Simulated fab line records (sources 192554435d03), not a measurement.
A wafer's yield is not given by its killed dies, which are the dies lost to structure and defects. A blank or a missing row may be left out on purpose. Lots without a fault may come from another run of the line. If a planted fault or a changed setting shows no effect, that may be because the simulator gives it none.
fab line records | flow n5-finfet | part 2 of 2: steps 21 to 28 of 28
record lots=5 wafers=15 last-day=17
route steps=1938 shown BEOL_M9@1412
lots that met no fault: taken from a fault-free run of the same line
start-h: hours from the record's opening day to when the first of the lot's shown wafers began | wait-h: how many hours have passed since the lot's step before this one | " same as the row above | L1.1+2: several wafers, shown together as one row | - no value, or no start was given | * or withheld: withheld | < > ~ a bound
route shown NAME@n: NAME is a module with steps in the file, n the number in the route of the first one | usual: the fault-free wafers' mean and standard deviation | same: alike in all rows | chamber/n: place in a boat | sites: per-site readings | _std_site: the standard deviation of these | _edge_site: the outer-site mean with the inner-site mean subtracted | radius-mm: how far each site lies from the wafer's centre | mask NAME#n: copy n | behind: the most recent tool/chamber to have shaped the wafer | hold: cause of the lot's hold/its duration in hours/its outcome | device: which transistor (n, p or np) failed to switch | end of line: tests of these same wafers at the route's end | step lacking rows: just its recipe | killed: count of dies lost to structure and defects at first sort (not the wafer's yield) | map: shows each die of a wafer: x if killed, . if not, _ if none is there
set.NAME: the setting the step ran with; set.NAME@STEP: the setting that earlier step ran with | model.NAME: the simulator's own value behind a step, which no gauge read
lots seen at some steps along the route; tables by step, rows by wafer
services: when a tool's chamber went out of use (start-h, in hours from the record's first day, below 0 if earlier), for how many hours, and the reason
## steps
# step N5_BEOL_M9_PEB_26
# recipe peb-temp-c=100 peb-time-s=60 resist=CAR-EUV
# usual exhaust-pa=45.3/0.85
# columns lot.wafer tool chamber start-h wait-h exhaust-pa
L077.2 litho-track-01 0 220.73 0.0 44.4
L077.3 " 0 " " 46.7
L077.5 " 0 " " 44.7
L080.3 litho-track-03 0 236.91 0.0 44.9
L080.5 " 0 " " 45.2
L080.6 " 0 " " 45.5
L083.3 litho-track-04 0 274.32 0.0 44.2
L083.5 " 0 " " 45.6
L083.6 " 0 " " 46.2
L093.1 litho-track-01 0 330.91 0.1 46.1
L093.3 " 0 " " 44.9
L093.5 " 0 " " 46.0
L095.2 litho-track-01 0 347.78 0.0 45.5
L095.5 " 0 " " 46.0
L095.6 " 0 " " 45.9
# step N5_BEOL_M9_DEVELOP_27
# recipe develop-time-s=30 developer=TMAH resist=CAR-EUV rinse-liquid=surfactant-rinse dry=air-spin dev-temp-c=23
# usual exhaust-pa=45.2/0.8
# same develop-time-s=30
# columns lot.wafer tool chamber start-h wait-h exhaust-pa
L077.2 litho-track-01 0 - - 45.2
L077.3 " 0 " " 45.8
L077.5 " 0 " " 45.0
L080.3 litho-track-03 0 - - 45.9
L080.5 " 0 " " 45.3
L080.6 " 0 " " 44.9
L083.3 litho-track-04 0 - - 44.3
L083.5 " 0 " " 43.0
L083.6 " 0 " " 44.3
L093.1 litho-track-01 0 - - 45.0
L093.3 " 0 " " 45.6
L093.5 " 0 " " 44.4
L095.2 litho-track-01 0 - - 45.4
L095.5 " 0 " " 46.7
L095.6 " 0 " " 45.5
# step N5_BEOL_M9_CD_MEAS_28
# recipe target-cd-nm=70 landing-energy-ev=500 detector=se-inlens polarity=opening
# usual cd-nm=70.01/0.26
# same landing-energy-ev=500
# columns lot.wafer tool chamber start-h wait-h cd-nm
L077.2 cd-sem-03 0 220.80 - 70.15
L077.3 " 0 " " 70.08
L077.5 " 0 " " 70.52
L080.3 cd-sem-03 0 236.97 - 70.38
L080.5 " 0 " " 69.75
L080.6 " 0 " " 70.11
L083.3 cd-sem-02 0 274.39 - 70.02
L083.5 " 0 " " 69.72
L083.6 " 0 " " 69.84
L093.1 cd-sem-03 0 330.97 - 69.52
L093.3 " 0 " " 69.71
L093.5 " 0 " " 69.75
L095.2 cd-sem-01 0 347.84 - 69.78
L095.5 " 0 " " 70.25
L095.6 " 0 " " 70.03
# step N5_BEOL_M9_OVL_MEAS_29
# recipe points-per-wafer=522
# usual V8_OVL=0.6/0.66
# columns lot.wafer tool chamber start-h wait-h V8_OVL[nm]
L077.2 overlay-02 0 220.84 0.0 1.1
L077.3 " 0 " " 0.9
L077.5 " 0 " " 0.2
L080.3 overlay-01 0 237.01 0.0 0.7
L080.5 " 0 " " 0.7
L080.6 " 0 " " -0.1
L083.3 overlay-02 0 274.43 0.0 1.6
L083.5 " 0 " " 0.9
L083.6 " 0 " " 0.4
L093.1 overlay-01 0 331.04 0.1 0.8
L093.3 " 0 " " 0.6
L093.5 " 0 " " 0.7
L095.2 overlay-02 0 347.88 0.0 0.0
L095.5 " 0 " " -0.5
L095.6 " 0 " " 0.1
# step N5_BEOL_M9_INSPECT_30
# recipe mode=adi inspect-instrument=brightfield
# usual raw-defect-count=449/120
# columns lot.wafer tool chamber start-h wait-h raw-defect-count
L077.2 defect-inspect-02 - 220.89 0.0 347
L077.3 " - " " 456
L077.5 " - " " 372
L080.3 defect-inspect-01 - 237.06 0.0 410
L080.5 " - " " 446
L080.6 " - " " 364
L083.3 defect-inspect-01 - 274.48 0.0 415
L083.5 " - " " 505
L083.6 " - " " 372
L093.1 defect-inspect-01 - 331.10 0.1 556
L093.3 " - " " 413
L093.5 " - " " 442
L095.2 defect-inspect-01 - 347.93 0.0 382
L095.5 " - " " 597
L095.6 " - " " 550
# step N5_BEOL_M9_DESCUM_33
# recipe chemistry=O2 time-s=7 source-power-w=50 bias-power-w=20 pressure-mtorr=20 rf-frequency-hz=2.712e+07 temp-c=40 resist=CAR-EUV o2-flow-sccm=225
# usual drypump-motor-current-A=5.6/0.53 oes-product-au=0.79/0.092 rf-vpp-V=244.0/1.4 showerhead-plenum-p-Torr=2.14/0.079 throttle-valve-pct=20.46/0.28
# columns lot.wafer tool chamber start-h wait-h drypump-motor-current-A oes-product-au rf-hours-counter-h rf-vpp-V showerhead-plenum-p-Torr throttle-valve-pct
L077.2 rie-diel-02 2 220.93 0.0 5.0 0.94 15 245.4 2.21 19.97
L077.3 " 0 " " 5.2 0.73 169 243.8 2.18 20.86
L077.5 " 1 " " 5.6 0.97 - 245.9 2.23 20.65
L080.3 rie-diel-02 0 237.09 0.0 5.2 0.73 174 244.6 2.18 20.88
L080.5 " 1 " " 5.6 0.96 - 244.8 2.23 20.68
L080.6 " 0 " " 5.2 0.73 - 244.7 2.18 20.85
L083.3 rie-diel-02 0 274.51 0.0 5.1 0.72 184 244.5 2.17 20.87
L083.5 " 2 " " 5.0 0.92 - 246.0 2.21 19.98
L083.6 " 1 " " 5.7 0.93 - 245.7 2.22 20.71
L093.1 rie-diel-02 3 331.13 0.0 5.5 0.71 194 244.8 2.15 20.61
L093.3 " 1 " " 5.6 0.89 43 245.1 2.22 20.71
L093.5 " 3 " " 5.5 0.71 - 245.1 2.15 20.62
L095.2 rie-diel-05 2 347.97 0.0 5.0 0.68 246 244.5 2.13 20.83
L095.5 " 1 " " 5.7 0.81 - 244.6 2.12 20.56
L095.6 " 0 " " 6.1 0.93 - 245.7 2.22 20.23
# step N5_BEOL_M9_ETCH_76
# recipe chemistry=N2/H2 target=underlayer target-depth-a=65 mask-material=CAR-EUV time-s=5.2 ion-energy-ev=200 pressure-mtorr=30 source-w=840 bias-w=150 n2-flow-sccm=200 h2-flow-sccm=200 ends=cleared
# usual drypump-motor-current-A=5.7/0.53 etch-rf-on-time-s=5.19/0.13 h2-flow-sccm=200.0/0.61 oes-product-au=0.67/0.077 rf-vpp-V=526/3.2 showerhead-plenum-p-Torr=2.61/0.098 throttle-valve-pct=18.0/0.31
# columns lot.wafer tool chamber start-h wait-h drypump-motor-current-A etch-rf-on-time-s h2-flow-sccm oes-product-au rf-hours-counter-h rf-vpp-V showerhead-plenum-p-Torr throttle-valve-pct
L077.2 rie-diel-02 2 220.97 0.0 5.0 5.15 199.8 0.80 15 528 2.70 17.4
L077.3 " 0 " " 5.2 5.23 200.2 0.62 169 526 2.63 18.1
L077.5 " 1 " " 5.7 5.01 199.3 0.82 - 529 2.72 18.2
L080.3 rie-diel-02 0 237.13 0.0 5.2 5.20 199.5 0.62 174 528 2.62 18.1
L080.5 " 1 " " 5.6 5.00 199.5 0.82 - 528 2.72 18.2
L080.6 " 0 " " 5.2 5.25 199.1 0.62 - 527 2.62 18.1
L083.3 rie-diel-02 0 274.54 0.0 5.2 5.26 200.3 0.62 184 528 2.62 18.1
L083.5 " 2 " " 5.0 5.14 200.2 0.77 - 525 2.70 17.4
L083.6 " 1 " " 5.7 4.93 201.2 0.80 - 526 2.71 18.2
L093.1 rie-diel-02 3 331.17 0.0 5.5 5.27 200.3 0.60 194 527 2.63 18.1
L093.3 " 1 " " 5.7 5.03 200.0 0.76 43 530 2.71 18.3
L093.5 " 3 " " 5.5 5.26 200.1 0.61 - 526 2.63 18.1
L095.2 rie-diel-05 2 348.00 0.0 5.0 5.19 200.1 0.58 246 527 2.63 18.6
L095.5 " 1 " " 5.7 5.23 199.5 0.66 - 524 2.56 18.0
L095.6 " 0 " " 6.2 4.83 200.1 0.81 - 531 2.71 17.7
# step N5_BEOL_M9_ETCH_65
# recipe chemistry=CF4 target=SiARC target-depth-a=156 mask-material=CAR-EUV time-s=26 ion-energy-ev=80 pressure-mtorr=40 source-w=545 bias-w=36 Ar_flow_sccm=100 cf4-flow-sccm=100 ends=cleared
# usual drypump-motor-current-A=5.6/0.53 etch-rf-on-time-s=26.0/0.67 oes-product-au=0.67/0.077 rf-vpp-V=184.7/1.2 showerhead-plenum-p-Torr=2.19/0.076 throttle-valve-pct=15.66/0.25
# columns lot.wafer tool chamber start-h wait-h drypump-motor-current-A etch-rf-on-time-s oes-product-au rf-hours-counter-h rf-vpp-V showerhead-plenum-p-Torr throttle-valve-pct
L077.2 rie-diel-02 2 220.98 0.0 5.0 26.3 0.80 15 185.3 2.28 15.27
L077.3 " 0 " " 5.1 26.3 0.62 169 185.9 2.21 16.02
L077.5 " 1 " " 5.7 25.2 0.83 - 186.0 2.26 15.62
L080.3 rie-diel-02 0 237.15 0.0 5.2 25.8 0.62 174 185.7 2.21 16.03
L080.5 " 1 " " 5.6 25.0 0.82 - 185.7 2.26 15.63
L080.6 " 0 " " 5.2 25.9 0.62 - 184.6 2.21 16.03
L083.3 rie-diel-02 0 274.56 0.0 5.1 26.4 0.60 184 186.2 2.21 16.04
L083.5 " 2 " " 5.0 26.2 0.76 - 186.1 2.28 15.29
L083.6 " 1 " " 5.6 24.9 0.81 - 185.9 2.25 15.64
L093.1 rie-diel-02 3 331.18 0.0 5.5 26.4 0.60 194 184.3 2.21 15.90
L093.3 " 1 " " 5.6 25.2 0.77 43 184.3 2.25 15.69
L093.5 " 3 " " 5.5 26.1 0.60 - 184.7 2.21 15.94
L095.2 rie-diel-05 2 348.02 0.0 5.0 26.2 0.59 246 186.3 2.19 16.07
L095.5 " 1 " " 5.7 26.6 0.68 - 184.6 2.15 15.65
L095.6 " 0 " " 6.2 24.6 0.83 - 184.4 2.27 15.43
## services
# columns tool chamber start-h hours kind
euv-scanner-01 - 198.35 8.8 repair
euv-scanner-02 - 207.18 1.0 pm
rie-diel-02 2 209.65 5.9 repair
rie-diel-06 - 213.63 0.3 repair
euv-scanner-02 0 233.87 - calibration
rie-metal-02 1 238.10 16.0 repair
euv-scanner-01 - 239.92 1.0 pm
euv-scanner-01 - 244.39 4.6 pm
litho-track-01 - 260.35 - consumable-replace:filter
euv-scanner-02 - 262.40 1.3 repair
euv-scanner-02 - 263.70 1.0 pm
euv-scanner-01 - 268.38 3.1 repair
litho-track-04 - 269.98 - consumable-replace:filter
euv-scanner-02 - 277.11 4.6 pm
rie-diel-06 2 290.72 8.7 repair
euv-scanner-02 - 295.78 12.0 pm
rie-diel-05 0 302.92 10.6 repair
euv-scanner-01 - 307.78 1.0 pm
rie-diel-06 1 313.56 3.6 repair
euv-scanner-02 - 319.20 1.0 pm
rie-diel-06 - 324.61 2.8 pm
euv-scanner-02 - 325.63 1.7 repair
rie-diel-02 2 330.09 1.6 repair
rie-diel-06 0 339.69 7.4 repair
